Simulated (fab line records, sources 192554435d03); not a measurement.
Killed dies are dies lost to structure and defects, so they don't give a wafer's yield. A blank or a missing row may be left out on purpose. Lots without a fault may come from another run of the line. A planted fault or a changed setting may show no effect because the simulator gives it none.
Chamber matching | flow n5_finfet | N5_BEOL_M15_VIA_ETCH_16 on rie_diel-06: 4 sister chambers
The step etches SiO2 in C4F8/O2/Ar, target depth 1792.2 nm. 14 wafers are shown with their chamber, then 7 later ones without.

WAFERS WITH THEIR CHAMBER
wafer  | chamber | rf_vpp_V (V) | showerhead_plenum_p_Torr (Torr) | drypump_motor_current_A (A)
L074.2 | 2       | 2209         | 3.32                            | 5.5
L074.5 | 0       | 2242         | 3.40                            | 5.4
L074.6 | 1       | 2172         | 3.45                            | 5.3
L081.2 | 3       | 2169         | 3.25                            | 6.0
L081.5 | 2       | 2207         | 3.32                            | 5.5
L081.6 | 1       | 2172         | 3.45                            | 5.3
L082.1 | 3       | 2168         | 3.25                            | 6.0
L082.5 | 3       | 2168         | 3.25                            | 6.0
L082.6 | 0       | 2243         | 3.39                            | 5.4
L083.1 | 1       | 2171         | 3.45                            | 5.3
L083.3 | 3       | 2167         | 3.25                            | 6.0
L083.4 | 2       | 2208         | 3.31                            | 5.5
L086.3 | 3       | 2167         | 3.25                            | 5.9
L086.4 | 1       | 2171         | 3.45                            | 5.3

SIGNATURES (means of the wafers above)
reading                  | chamber 0 | chamber 1 | chamber 2 | chamber 3 | scatter within a chamber
rf_vpp_V                 | 2242.50   | 2171.50   | 2208.00   | 2167.80   | 0.794
showerhead_plenum_p_Torr | 3.3950    | 3.4500    | 3.3167    | 3.2500    | 0.00342
drypump_motor_current_A  | 5.400     | 5.300     | 5.500     | 5.980     | 0.0283
Rule: a wafer's distance from a chamber is the root of the sum, over the readings, of the square of ((its reading less the chamber's mean) divided by the reading's scatter). The wafer belongs to the nearest chamber; if the next one is less than 2 further off, it can't be placed. The scatter: the root of (the sum of the squares of (reading less its chamber's mean) over the shown wafers, divided by (wafers less chambers)).

WAFERS WITHOUT THEIR CHAMBER
wafer  | rf_vpp_V (V) | showerhead_plenum_p_Torr (Torr) | drypump_motor_current_A (A)
L086.5 | 2167         | 3.25                            | 6.0
L087.1 | 2172         | 3.44                            | 5.3
L087.4 | 2207         | 3.31                            | 5.5
L087.5 | 2241         | 3.39                            | 5.4
L089.1 | 2173         | 3.44                            | 5.3
L089.3 | 2207         | 3.31                            | 5.5
L089.5 | 2208         | 3.31                            | 5.5

WHICH CHAMBER EACH WENT THROUGH
wafer  | from the rows above | in truth
L086.5 | 3                   | 3
L087.1 | 1                   | 1
L087.4 | 2                   | 2
L087.5 | 0                   | 0
L089.1 | 1                   | 1
L089.3 | 2                   | 2
L089.5 | 2                   | 2
Placed correctly: 7 of 7. Can't be placed from these rows: 0. Placed wrongly: 0.
